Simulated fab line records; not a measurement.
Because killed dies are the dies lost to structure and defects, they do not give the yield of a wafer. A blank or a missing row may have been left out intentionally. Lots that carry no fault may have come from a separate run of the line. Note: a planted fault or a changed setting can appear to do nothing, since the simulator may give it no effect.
Which of the tools did it? | flow n5Finfet | 30 wafers from 10 lots sampled at 2 of the route's 1938 steps

## WHAT THE GAUGES READ, wafer by wafer
N5_MIM_TOP_LITHO_OVL_MEAS_11. Usual: for MIM_TOP_OVL the level is 3 nm and the standard deviation is 5.6.
lot  | measured     | on         | MIM_TOP_OVL (nm) | flag
L315 | day 13 00:06 | overlay-02 | 11 9 9           | 
L314 | day 13 06:57 | overlay-02 | 6 -6 -1          | 
L317 | day 13 17:47 | overlay-02 | 10 3 6           | 
L319 | day 13 18:53 | overlay-02 | -3 1 -8          | 
L318 | day 13 23:58 | overlay-01 | -5 -7 -5         | 
L320 | day 14 06:08 | overlay-02 | -7 4 -10         | 
L325 | day 15 19:45 | overlay-01 | -10 2 -1         | 
L332 | day 16 15:52 | overlay-01 | 0 -2 -3          | 
L331 | day 16 23:05 | overlay-02 | 5 16 6           | 
L337 | day 18 18:22 | overlay-01 | 7 5 5            | 

## WHAT TOOL EACH LOT RAN ON (gives the tool, then ch and the chambers of the sampled wafers, and finally the start)
lot  | N5_BEOL_M8_TRENCH_ETCH_37
L315 | rieDiel-01 ch 0,1, day 10 13:14
L314 | rieDiel-03 ch 1,2, day 10 14:45
L317 | rieDiel-03 ch 0,1, day 11 06:18
L319 | rieDiel-06 ch 0,1,2, day 11 10:19
L318 | rieDiel-03 ch 1,2,3, day 11 10:36
L320 | rieDiel-06 ch 0,2,3, day 11 13:52
L325 | rieDiel-03 ch 0,1,2, day 13 09:23
L332 | rieDiel-06 ch 1,2,3, day 14 12:51
L331 | rieDiel-01 ch 0,1,3, day 14 15:44
L337 | rieDiel-03 ch 1,2,3, day 16 10:58
- N5_BEOL_M8_TRENCH_ETCH_37: etches SiCOH lowk in C4F6/O2, target depth 93.478 nm, time 31.2 s.

## AS READ BY THE TOOLS THEMSELVES (means over the sampled wafers that have a number; for cases with no such wafer, the mark the record gives instead)
N5_BEOL_M8_TRENCH_ETCH_37. Usual: drypumpMotorCurrentA 5.7 A, standard deviation 0.44; mfcArSccm 300.0 sccm, standard deviation 0.79; oesProductAu 0.80 a.u., standard deviation 0.089; rfVppV 669 V, standard deviation 9.1; showerheadPlenumPTorr 2.85 Torr, standard deviation 0.11; throttleValvePct 20.94 %, standard deviation 0.24.
lot  | tool       | drypumpMotorCurrentA (A) | mfcArSccm (sccm) | oesProductAu (a.u.) | rfVppV (V) | showerheadPlenumPTorr (Torr) | throttleValvePct (%) | flag
L315 | rieDiel-01 | 5.4                      | 299.9            | 0.71                | 669        | 2.87                         | 21.14                | 
L314 | rieDiel-03 | 5.7                      | 299.4            | 0.96                | 667        | 2.97                         | 21.05                | 
L317 | rieDiel-03 | 5.4                      | 300.7            | 0.79                | 666        | 2.79                         | 21.01                | 
L319 | rieDiel-06 | 5.8                      | 299.1            | 0.84                | 671        | 2.79                         | 20.68                | 
L318 | rieDiel-03 | 6.0                      | 299.6            | 0.88                | 672        | 2.98                         | 20.97                | 
L320 | rieDiel-06 | 5.8                      | 301.3            | 0.83                | 674        | 2.80                         | 20.94                | 
L325 | rieDiel-03 | 5.6                      | 299.9            | 0.83                | 669        | 2.88                         | 21.07                | 
L332 | rieDiel-06 | 5.4                      | 299.7            | 0.84                | 665        | 2.80                         | 20.79                | 
L331 | rieDiel-01 | 5.4                      | 300.3            | 0.77                | 670        | 2.92                         | 21.06                | 
L337 | rieDiel-03 | 6.0                      | 300.6            | 0.82                | 671        | 2.96                         | 21.04                | 

## THE ANSWER, worked out from the rows above alone
Rule: a lot is off if the mean of its wafers that have a number lies more than 3 standard deviations from the usual mean. Also off: a lot with no number at a reading for which 4 or more lots have one. The other lots that the step has rows for count as sound. First the gauges in route order, then the tools' own readings, where a lot's mean is used as printed above. At the first step where some lot is off, the reading lying furthest off is the one used; lots without a number count as furthest.
None of the lots is off at any reading shown; this tells nothing.

## WHAT THE SIMULATOR PUT IN
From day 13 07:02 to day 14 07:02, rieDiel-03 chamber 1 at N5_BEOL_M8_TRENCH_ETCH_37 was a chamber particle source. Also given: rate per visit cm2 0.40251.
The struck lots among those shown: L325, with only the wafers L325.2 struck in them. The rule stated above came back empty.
